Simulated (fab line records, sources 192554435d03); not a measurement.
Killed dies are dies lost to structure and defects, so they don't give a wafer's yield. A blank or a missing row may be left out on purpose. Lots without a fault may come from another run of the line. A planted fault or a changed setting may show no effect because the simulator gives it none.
Split-lot experiment | flow n5_finfet | 7 lots, 39 wafers read, on a route of 1938 steps

THE SPLIT
At N5_BEOL_M11_VIA_ETCH_34 (etches SiCOH lowk in C4F6/O2, target depth 184.5 nm, time 69.2 s), the setting time_s was moved away from the recipe's 69.2 s on 15 of the 39 wafers read, by -53.2% to +27.9%. The other wafers ran this setting at the recipe's value.

The reading is taken at the split's own step.

THE READING
SOC_of_BEOL_M11_COAT_63.thk_nm (the simulator's own value, which no gauge read), in nm, at N5_BEOL_M11_VIA_ETCH_34 (etches SiCOH lowk in C4F6/O2, target depth 184.5 nm, time 69.2 s). The file gives no usual value for it. The 24 wafers here that ran the recipe average 92.1 nm, standard deviation 0.35 nm.

wafer  | tool, chamber at the split | time_s as run, s | against the recipe | SOC_of_BEOL_M11_COAT_63.thk_nm, nm | against lot-mates on the recipe
L076.1 | rie_diel-02, 1             | 69.2             | recipe             | 92.2                               | -
L076.2 | rie_diel-02, 0             | 69.2             | recipe             | 91.4                               | -
L076.3 | rie_diel-02, 3             | 69.2             | recipe             | 91.6                               | -
L076.4 | rie_diel-02, 2             | 69.2             | recipe             | 91.6                               | -
L076.5 | rie_diel-02, 3             | 69.2             | recipe             | 91.8                               | -
L076.6 | rie_diel-02, 2             | 69.2             | recipe             | 91.6                               | -
L077.1 | rie_diel-03, 0             | 38.1             | -44.9%             | 95.6                               | +3.4
L077.2 | rie_diel-03, 3             | 69.2             | recipe             | 92.4                               | -
L077.3 | rie_diel-03, 1             | 69.2             | recipe             | 92                                 | -
L077.4 | rie_diel-03, 2             | 38.1             | -44.9%             | 95.4                               | +3.2
L077.5 | rie_diel-03, 1             | 38.1             | -44.9%             | 95.4                               | +3.2
L077.6 | rie_diel-03, 2             | 69.2             | recipe             | 92.2                               | -
L082.1 | rie_diel-03, 2             | 81.72            | +18.1%             | 90.6                               | -2.0
L082.2 | rie_diel-03, 0             | 69.2             | recipe             | 92.8                               | -
L082.3 | rie_diel-03, 1             | 69.2             | recipe             | 92.4                               | -
L082.4 | rie_diel-03, 3             | 81.72            | +18.1%             | 91.4                               | -1.2
L082.5 | rie_diel-03, 2             | 69.2             | recipe             | 92.6                               | -
L082.6 | rie_diel-03, 3             | 81.72            | +18.1%             | 91.2                               | -1.4
L083.1 | rie_diel-03, 1             | 69.2             | recipe             | 92.4                               | -
L083.2 | rie_diel-03, 2             | 69.2             | recipe             | 92                                 | -
L083.5 | rie_diel-03, 3             | 69.2             | recipe             | 92.2                               | -
L085.1 | rie_diel-03, 0             | 69.2             | recipe             | 92.4                               | -
L085.2 | rie_diel-03, 2             | 32.36            | -53.2%             | 96.2                               | +3.8
L085.3 | rie_diel-03, 3             | 32.36            | -53.2%             | 96.4                               | +4.0
L085.4 | rie_diel-03, 1             | 69.2             | recipe             | 92.4                               | -
L085.5 | rie_diel-03, 3             | 32.36            | -53.2%             | 96.8                               | +4.4
L085.6 | rie_diel-03, 2             | 69.2             | recipe             | 92.4                               | -
L087.1 | rie_diel-03, 2             | 69.2             | recipe             | 91.8                               | -
L087.2 | rie_diel-03, 0             | 85.37            | +23.4%             | 90.4                               | -1.6
L087.3 | rie_diel-03, 1             | 85.37            | +23.4%             | 90                                 | -2.0
L087.4 | rie_diel-03, 3             | 85.37            | +23.4%             | 90.4                               | -1.6
L087.5 | rie_diel-03, 3             | 69.2             | recipe             | 92.2                               | -
L087.6 | rie_diel-03, 2             | 69.2             | recipe             | 92                                 | -
L088.1 | rie_diel-03, 1             | 69.2             | recipe             | 92.2                               | -
L088.2 | rie_diel-03, 2             | 69.2             | recipe             | 91.8                               | -
L088.3 | rie_diel-03, 3             | 88.51            | +27.9%             | 90                                 | -2.1
L088.4 | rie_diel-03, 0             | 88.51            | +27.9%             | 90                                 | -2.1
L088.5 | rie_diel-03, 0             | 88.51            | +27.9%             | 90.4                               | -1.7
L088.6 | rie_diel-03, 1             | 69.2             | recipe             | 92.2                               | -

THE FIT
A straight line over all 39 wafers: SOC_of_BEOL_M11_COAT_63.thk_nm changes by -0.0766 nm for each +1% of time_s; r = -0.98; the points scatter about the line by 0.34 nm.
The same after taking each lot's own level away (the mean of its wafers on the recipe; 39 wafers): -0.0746 nm for each +1%; r = -0.99; scatter 0.22 nm.
On that fit, the largest move of time_s shifts the reading by 4 nm.
The lots' own levels span 91.70 to 92.60 nm, that is 2.6 times the standard deviation above.
So the lot-to-lot level changes the slope little: the two slopes agree.
Check: with one of the wafers moved furthest among these (-53.2%) left out of the fit, the line predicts +4 nm for it against its lot-mates. It came out at +3.8 nm against them.

OTHER SPLITS ON THESE WAFERS
These wafers also went through other splits before the reading. Each is held against what the fit with the lots' levels taken away leaves over:
other split on the same wafers     | wafers away from the commonest value | r with SOC_of_BEOL_M11_COAT_63.thk_nm (lot level and that fit taken away)
N5_BEOL_M7_SPUTTER_48 target_thk_a | 12                                   | -0.11

THE WHOLE CHAIN: every reading that the file lists as answering this split, in the file's order
step                    | what it does                                                     | reading                                                                         | change (the file's fit)                | r (the file's)
N5_BEOL_M11_VIA_ETCH_34 | etches SiCOH lowk in C4F6/O2, target depth 184.5 nm, time 69.2 s | etch.depth_nm (the simulator's own value, which no gauge read)                  | +1.77 nm for each +1% of the setting   | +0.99
N5_BEOL_M11_VIA_ETCH_34 | etches SiCOH lowk in C4F6/O2, target depth 184.5 nm, time 69.2 s | SOC_of_BEOL_M11_COAT_63.thk_nm (the simulator's own value, which no gauge read) | -0.0746 nm for each +1% of the setting | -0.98

THE FILE'S OWN FIT
SOC_of_BEOL_M11_COAT_63.thk_nm changes by -0.0746 nm for each +1% of time_s, r = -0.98.
